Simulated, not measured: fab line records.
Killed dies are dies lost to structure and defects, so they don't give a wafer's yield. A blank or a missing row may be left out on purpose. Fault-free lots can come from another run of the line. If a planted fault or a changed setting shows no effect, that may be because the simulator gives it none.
The tool behind it: which one? -- flow nandHarc -- 12 lots, 36 wafers sampled, at 2 steps of a route of 1302

== WHAT EACH GAUGE READ, for each wafer ==
NHARC_A_CHANNEL_FILL_D2_INSPECT_13.
lot,measured,on,rawDefectCount
L075,day 15 15:35,defectInspect-02,325 236 360
L077,day 16 14:34,defectInspect-02,264 350 327
L078,day 17 03:09,defectInspect-02,423 326 303
L080,day 18 02:44,defectInspect-01,335 379 276
L083,day 19 09:32,defectInspect-02,536 365 786
L084,day 19 19:25,defectInspect-01,199 207 146
L087,day 21 11:10,defectInspect-01,222 247 263
L088,day 21 11:20,defectInspect-02,685 675 582
L091,day 22 21:29,defectInspect-02,330 411 466
L093,day 23 04:21,defectInspect-01,227 502 466
L095,day 24 10:18,defectInspect-01,212 310 155
L097,day 25 05:39,defectInspect-01,309 537 289

== EACH LOT AND THE TOOL THAT RAN IT (in order: tool; ch and the chambers of the sampled wafers; start) ==
lot,NHARC_A_CHANNEL_FILL_D2_RTA_24
L075,"rtpAnneal-01 ch 0, day 15 15:25"
L077,"rtpAnneal-02 ch 0, day 16 14:24"
L078,"rtpAnneal-02 ch 0, day 17 02:59"
L080,"rtpAnneal-02 ch 0, day 18 02:35"
L083,"rtpAnneal-02 ch 0, day 19 09:20"
L084,"rtpAnneal-01 ch 0, day 19 19:17"
L087,"rtpAnneal-01 ch 0, day 21 10:58"
L088,"rtpAnneal-01 ch 0, day 21 11:13"
L091,"rtpAnneal-02 ch 0, day 22 21:19"
L093,"rtpAnneal-01 ch 0, day 23 04:11"
L095,"rtpAnneal-01 ch 0, day 24 10:06"
L097,"rtpAnneal-02 ch 0, day 25 05:29"
- NHARC_A_CHANNEL_FILL_D2_RTA_24: time 5 s.

== THE ANSWER, worked out from the rows above alone ==
Rule: the lots themselves supply what counts as usual. Put in order of their means at a reading, lots are off if they are a third of the lots or fewer, leave a main group of 4 or more, and stand apart from it by a gap of 3 or more times the standard deviation of the main group's means; of several such gaps the widest counts. If all means in a main group match to the digits the tables above print for the reading, that group is not used. Also off: a lot with no number at a reading for which 4 or more lots have one. All remaining lots with rows at the step are treated as sound.
Nothing can be told from this: no lot is off at any reading shown.

== WHAT THE SIMULATOR HAD INSERTED ==
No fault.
